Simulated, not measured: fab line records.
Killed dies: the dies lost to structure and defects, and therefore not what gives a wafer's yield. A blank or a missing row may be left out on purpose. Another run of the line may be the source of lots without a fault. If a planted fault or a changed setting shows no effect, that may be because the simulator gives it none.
Split-lot experiment -- flow n5Finfet -- on a route of 1938 steps: 7 lots, 39 wafers read

ABOUT THE SPLIT
At N5_BEOL_M8_DESCUM_16 (chemistry O2, time 7.9 s), the setting timeS was moved away from the recipe's 7.9 s on 15 of the 39 wafers read, by -57.6% to +42.8%. For the rest of the wafers, this setting stayed at what the recipe calls for.

The reading is taken at the split's own step.

THE READING
CAR-ArF_of_BEOL_M8_COAT_05.thkNm (the simulator's own value, which no gauge read), in nm, at N5_BEOL_M8_DESCUM_16 (chemistry O2, time 7.9 s). There is no usual value for it anywhere in the file. Here, 24 wafers ran the recipe; their average is 83.6 nm with a standard deviation of 0.15 nm.

wafer,"tool, chamber at the split","timeS as run, s",against the recipe,"CAR-ArF_of_BEOL_M8_COAT_05.thkNm, nm",against lot-mates on the recipe
L074.1,"rieDiel-01, 1,0,0",7.9,recipe,83.4,-
L074.3,"rieDiel-01, 1,0,0",7.9,recipe,83.4,-
L074.5,"rieDiel-01, 1,0,0",7.9,recipe,83.4,-
L074.2,"rieDiel-01, 2,1",7.9,recipe,83.6,-
L074.4,"rieDiel-01, 2,1",7.9,recipe,83.6,-
L074.6,"rieDiel-01, 2",7.9,recipe,83.8,-
L075.1,"rieDiel-01, 0,1",7.9,recipe,83.4,-
L075.4,"rieDiel-01, 0,1",7.9,recipe,83.4,-
L075.2,"rieDiel-01, 2,1",3.348,-57.6%,86.4,+2.9
L075.3,"rieDiel-01, 2,1",3.348,-57.6%,86.4,+2.9
L075.5,"rieDiel-01, 2",3.348,-57.6%,86.6,+3.1
L075.6,"rieDiel-01, 0",7.9,recipe,83.6,-
L083.1,"rieDiel-03, 1,3",7.9,recipe,83.6,-
L083.2,"rieDiel-03, 1,3",7.9,recipe,83.6,-
L083.3,"rieDiel-03, 2,0",11.28,+42.8%,81.6,-2.1
L083.4,"rieDiel-03, 2,0",11.28,+42.8%,81.6,-2.1
L083.5,"rieDiel-03, 1",7.9,recipe,83.8,-
L083.6,"rieDiel-03, 2",11.28,+42.8%,81.4,-2.3
L086.1,"rieDiel-03, 3",11.14,+41.0%,81.6,-2.1
L086.5,"rieDiel-03, 3",11.14,+41.0%,81.6,-2.1
L086.2,"rieDiel-03, 0,2",7.9,recipe,83.8,-
L086.4,"rieDiel-03, 0,2",7.9,recipe,83.8,-
L086.3,"rieDiel-03, 1",7.9,recipe,83.6,-
L086.6,"rieDiel-03, 0",11.14,+41.0%,81.8,-1.9
L094.1,"rieDiel-03, 2",7.9,recipe,83.6,-
L094.2,"rieDiel-03, 0,1",7.9,recipe,83.8,-
L094.4,"rieDiel-03, 0,1",7.9,recipe,83.8,-
L092.1,"rieDiel-03, 3",4.315,-45.4%,85.6,+2.0
L092.2,"rieDiel-03, 1",7.9,recipe,83.8,-
L092.3,"rieDiel-03, 2",7.9,recipe,83.6,-
L092.4,"rieDiel-03, 0",7.9,recipe,83.4,-
L092.5,"rieDiel-03, 1,2",4.315,-45.4%,85.8,+2.2
L092.6,"rieDiel-03, 1,2",4.315,-45.4%,85.8,+2.2
L096.1,"rieDiel-03, 1,0",7.9,recipe,83.6,-
L096.2,"rieDiel-03, 1,0",7.9,recipe,83.6,-
L096.3,"rieDiel-03, 3",10.17,+28.7%,81.8,-1.7
L096.4,"rieDiel-03, 2",10.17,+28.7%,82,-1.5
L096.5,"rieDiel-03, 3",10.17,+28.7%,81.6,-1.9
L096.6,"rieDiel-03, 0",7.9,recipe,83.4,-
Rows listing several chambers each stand for several wafers; the file does not say which wafer went through which chamber.

THE FIT
A straight line over all 39 wafers: CAR-ArF_of_BEOL_M8_COAT_05.thkNm changes by -0.0495 nm for each +1% of timeS; r = -0.99; the points scatter about the line by 0.18 nm.
The same after taking each lot's own level away (the mean of its wafers on the recipe; 39 wafers): -0.051 nm for each +1%; r = -0.99; scatter 0.15 nm.
That fit puts the effect of the largest move of timeS on the reading at 2.9 nm.
Measured against the standard deviation above, the lots' own levels, which go from 83.47 to 83.73 nm, span 1.7 times it.
Consequently the slope shifts little with the lot-to-lot level, the two slopes agreeing.
Check: +2.91 nm against its lot-mates is what the line predicts for one of the wafers moved furthest among these (-57.6%) when that wafer is left out of the fit. Against them it came out at +2.93 nm.

FURTHER SPLITS ON THESE WAFERS
Note: prior to the reading, these wafers also went through further splits. Each is held against what the fit with the lots' levels taken away leaves over:
other split on the same wafers,wafers away from the commonest value,r with CAR-ArF_of_BEOL_M8_COAT_05.thkNm (lot level and that fit taken away)
N5_FIN_SAQP_PECVD_06 timeS,12,-0.05
N5_BEOL_M4_VIA_ETCH_34 targetDepthA,15,+0.13
N5_BEOL_M6_ETCH_62 timeS,15,-0.09

FILE'S OWN FIT
CAR-ArF_of_BEOL_M8_COAT_05.thkNm changes by -0.051 nm for each +1% of timeS, r = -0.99.
